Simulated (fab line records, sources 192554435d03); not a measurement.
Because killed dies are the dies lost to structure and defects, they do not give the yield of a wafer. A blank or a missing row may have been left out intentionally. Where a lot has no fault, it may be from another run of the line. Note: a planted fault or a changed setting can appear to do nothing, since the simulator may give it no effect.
Split-lot experiment | flow n5Finfet | 21 wafers read across 7 lots, on a route 1938 steps long

== ON THE SPLIT ==
At N5_BEOL_M2_COAT_67 (time 60 s, resist thk 60 nm), the setting spinRpm was moved away from the recipe's 1500 rpm on 4 of the 21 wafers read, by -9.8% to +5.4%. For the rest of the wafers, this setting stayed at what the recipe calls for.

The split's own step is where the reading is taken.

== THE READING ==
SOC_of_BEOL_M2_COAT_67.thkNm (the simulator's own value, which no gauge read), in nm, at N5_BEOL_M2_COAT_67 (time 60 s, resist thk 60 nm). No usual value for it is given in the file. Here, 17 wafers ran the recipe; their average is 60.0 nm with a standard deviation of 0.15 nm.

wafer  | tool, chamber at the split | spinRpm as run, rpm | against the recipe | SOC_of_BEOL_M2_COAT_67.thkNm, nm | against lot-mates on the recipe
L078.1 | lithoTrack-01, 0           | 1500                | recipe             | 60.2                             | -
L078.2 | lithoTrack-01, 0           | 1500                | recipe             | 60.2                             | -
L078.6 | lithoTrack-01, 0           | 1500                | recipe             | 60.2                             | -
L079.3 | lithoTrack-02, 0           | 1500                | recipe             | 60                               | -
L079.4 | lithoTrack-02, 0           | 1500                | recipe             | 60.2                             | -
L079.5 | lithoTrack-02, 0           | 1500                | recipe             | 60.2                             | -
L087.3 | lithoTrack-02, 0           | 1500                | recipe             | 59.8                             | -
L087.4 | lithoTrack-02, 0           | 1500                | recipe             | 60.2                             | -
L087.6 | lithoTrack-02, 0           | 1500                | recipe             | 60                               | -
L088.4 | lithoTrack-02, 0           | 1500                | recipe             | 59.8                             | -
L088.6 | lithoTrack-02, 0           | 1500                | recipe             | 59.8                             | -
L088.5 | lithoTrack-02, 0           | 1353                | -9.8%              | 63                               | +3.2
L091.1 | lithoTrack-02, 0           | 1500                | recipe             | 60                               | -
L091.3 | lithoTrack-02, 0           | 1500                | recipe             | 60                               | -
L091.4 | lithoTrack-02, 0           | 1581                | +5.4%              | 58.4                             | -1.6
L093.1 | lithoTrack-03, 0           | 1500                | recipe             | 60                               | -
L093.3 | lithoTrack-03, 0           | 1500                | recipe             | 60                               | -
L093.4 | lithoTrack-03, 0           | 1500                | recipe             | 60                               | -
L097.2 | lithoTrack-01, 0           | 1500                | recipe             | 59.8                             | -
L097.4 | lithoTrack-01, 0           | 1427                | -4.9%              | 61.2                             | +1.4
L097.5 | lithoTrack-01, 0           | 1427                | -4.9%              | 61.2                             | +1.4

FIT RESULTS
A straight line over all 21 wafers: SOC_of_BEOL_M2_COAT_67.thkNm changes by -0.288 nm for each +1% of spinRpm; r = -0.98; the points scatter about the line by 0.16 nm.
The same after taking each lot's own level away (the mean of its wafers on the recipe; 21 wafers): -0.311 nm for each +1%; r = -0.99; scatter 0.092 nm.
Per that fit: largest spinRpm move, reading shift of 3 nm.
Across the lots, their own levels run from 59.80 to 60.20 nm, a range of 2.6 times the standard deviation given above.
The two slopes agree, so the slope changes little with the lot-to-lot level.
Check: +2.85 nm against its lot-mates is what the line predicts for one of the wafers moved furthest among these (-9.8%) when that wafer is left out of the fit. It came out at +3.2 nm against them.

== THESE WAFERS: OTHER SPLITS ==
Note: prior to the reading, these wafers also went through further splits. Each is held against what the fit with the lots' levels taken away leaves over:
other split on the same wafers              | wafers away from the commonest value | r with SOC_of_BEOL_M2_COAT_67.thkNm (lot level and that fit taken away)
N5_HKMG_FIN_ETCH_31 biasW                   | 7                                    | -0.25
N5_MOL_CONTACT_COAG_CONTACT_ETCH_14 sourceW | 4                                    | -0.15
N5_MOL_CONTACT_COAG_ETCHBACK_135 timeS      | 7                                    | -0.05
N5_MOL_CONTACT_COAG_VIA_ETCH_46 biasW       | 6                                    | +0.12
N5_BEOL_M0_SAQP_COAT_105 spinRpm            | 9                                    | -0.14
N5_BEOL_M0_DEP_125 timeS                    | 8                                    | -0.35
N5_BEOL_M1_ILD_DEP_00 timeS                 | 6                                    | +0.08
N5_BEOL_M1_EXPOSE_25 doseMj                 | 6                                    | -0.09
N5_BEOL_M1_DESCUM_33 timeS                  | 10                                   | -0.06

== THE FILE'S OWN FIT ==
SOC_of_BEOL_M2_COAT_67.thkNm changes by -0.314 nm for each +1% of spinRpm, r = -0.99.
